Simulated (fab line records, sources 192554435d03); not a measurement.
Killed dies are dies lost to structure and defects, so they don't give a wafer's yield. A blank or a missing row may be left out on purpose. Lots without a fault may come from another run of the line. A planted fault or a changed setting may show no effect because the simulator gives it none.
Chamber matching | flow n5_finfet | N5_BEOL_M10_CMP_52 on cmp-03: 4 sister chambers
The step polishes, stops on SiCOH lowk, t overpolish 7 s, target thk 140 nm. 8 wafers are shown with their chamber, then 9 later ones without.

WAFERS WITH THEIR CHAMBER
wafer  | chamber | time_to_endpoint_s (s) | motor_current_A (A)
L728.2 | 3       | 60                     | 5.8
L731.1 | 1       | 68                     | 5.6
L731.6 | 0       | 66                     | 5.6
L735.4 | 0       | 63                     | 5.7
L735.5 | 3       | 59                     | 5.5
L740.1 | 2       | 65                     | 5.5
L740.5 | 2       | 64                     | 5.2
L740.6 | 1       | 66                     | 5.1

WAFERS WITHOUT THEIR CHAMBER
wafer  | time_to_endpoint_s (s) | motor_current_A (A)
L741.1 | 63                     | 5.3
L741.3 | 65                     | 5.5
L741.4 | 65                     | 5.9
L742.1 | 64                     | 5.4
L742.3 | 63                     | 5.9
L742.4 | 64                     | 5.7
L743.2 | 62                     | 5.8
L743.4 | 66                     | 5.7
L743.5 | 69                     | 5.6

WHICH CHAMBER EACH WENT THROUGH
wafer  | from the rows above               | in truth
L741.1 | can't be placed: 2 or 0 or 1 or 3 | 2
L741.3 | can't be placed: 0 or 2 or 1      | 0
L741.4 | can't be placed: 0 or 2 or 1      | 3
L742.1 | can't be placed: 2 or 0 or 1      | 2
L742.3 | can't be placed: 0 or 2 or 3      | 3
L742.4 | can't be placed: 0 or 2           | 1
L743.2 | can't be placed: 0 or 3 or 2      | 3
L743.4 | can't be placed: 0 or 1 or 2      | 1
L743.5 | can't be placed: 1 or 0 or 2      | 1
Placed correctly: 0 of 9. Can't be placed from these rows: 9 (the true chamber is among the candidates in 7). Placed wrongly: 0.
How it was worked out, from the rows above alone: a wafer's distance from a chamber is the root of the sum, over the readings, of the square of ((its reading less the chamber's mean) divided by the reading's scatter). The wafer belongs to the nearest chamber; if the next one is less than 2 further off, it can't be placed. A chamber's mean is the mean of its shown wafers. The scatter: the root of (the sum of the squares of (reading less its chamber's mean) over the shown wafers, divided by (wafers less chambers)).
